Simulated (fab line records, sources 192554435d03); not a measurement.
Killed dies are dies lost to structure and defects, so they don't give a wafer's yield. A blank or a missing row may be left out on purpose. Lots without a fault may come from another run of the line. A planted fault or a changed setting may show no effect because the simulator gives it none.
Chamber matching | flow n5_finfet | N5_FIN_SAQP_SPACER2_ALD_28 on ald_sin-04: 4 sister chambers
The step deposits SiO2, target thk 8.1 nm, pulse time 1 s, purge time 2 s. 8 wafers are shown with their chamber, then 11 later ones without.

WAFERS WITH THEIR CHAMBER
wafer  | chamber | heater_power_w (W) | precursor_pulse_height_rel
L088.5 | 0       | 379                | 0.988
L091.1 | 1       | 421                | 1.000
L091.3 | 0       | 378                | 1.002
L091.4 | 2       | 413                | 0.977
L092.2 | 3       | 430                | 0.966
L092.3 | 1       | 415                | 0.972
L092.4 | 2       | 413                | 1.008
L093.3 | 3       | 436                | 1.063

WAFERS WITHOUT THEIR CHAMBER
wafer  | heater_power_w (W) | precursor_pulse_height_rel
L093.5 | 405                | 1.016
L093.6 | 438                | 0.985
L094.1 | 441                | 0.968
L094.2 | 407                | 1.009
L094.6 | 408                | 1.025
L096.1 | 415                | 1.041
L096.3 | 418                | 0.975
L096.6 | 385                | 0.984
L097.1 | 426                | 1.017
L097.2 | 432                | 0.967
L097.6 | 420                | 0.986

WHICH CHAMBER EACH WENT THROUGH
wafer  | from the rows above     | in truth
L093.5 | can't be placed: 2 or 1 | 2
L093.6 | 3                       | 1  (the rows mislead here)
L094.1 | 3                       | 3
L094.2 | can't be placed: 2 or 1 | 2
L094.6 | can't be placed: 2 or 1 | 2
L096.1 | can't be placed: 2 or 1 | 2
L096.3 | can't be placed: 1 or 2 | 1
L096.6 | 0                       | 0
L097.1 | can't be placed: 3 or 1 | 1
L097.2 | 3                       | 3
L097.6 | can't be placed: 1 or 2 | 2
Placed correctly: 3 of 11. Can't be placed from these rows: 7 (the true chamber is among the candidates in 7). Placed wrongly: 1.
How it was worked out, from the rows above alone: a wafer's distance from a chamber is the root of the sum, over the readings, of the square of ((its reading less the chamber's mean) divided by the reading's scatter). The wafer belongs to the nearest chamber; if the next one is less than 2 further off, it can't be placed. A chamber's mean is the mean of its shown wafers. The scatter: the root of (the sum of the squares of (reading less its chamber's mean) over the shown wafers, divided by (wafers less chambers)).
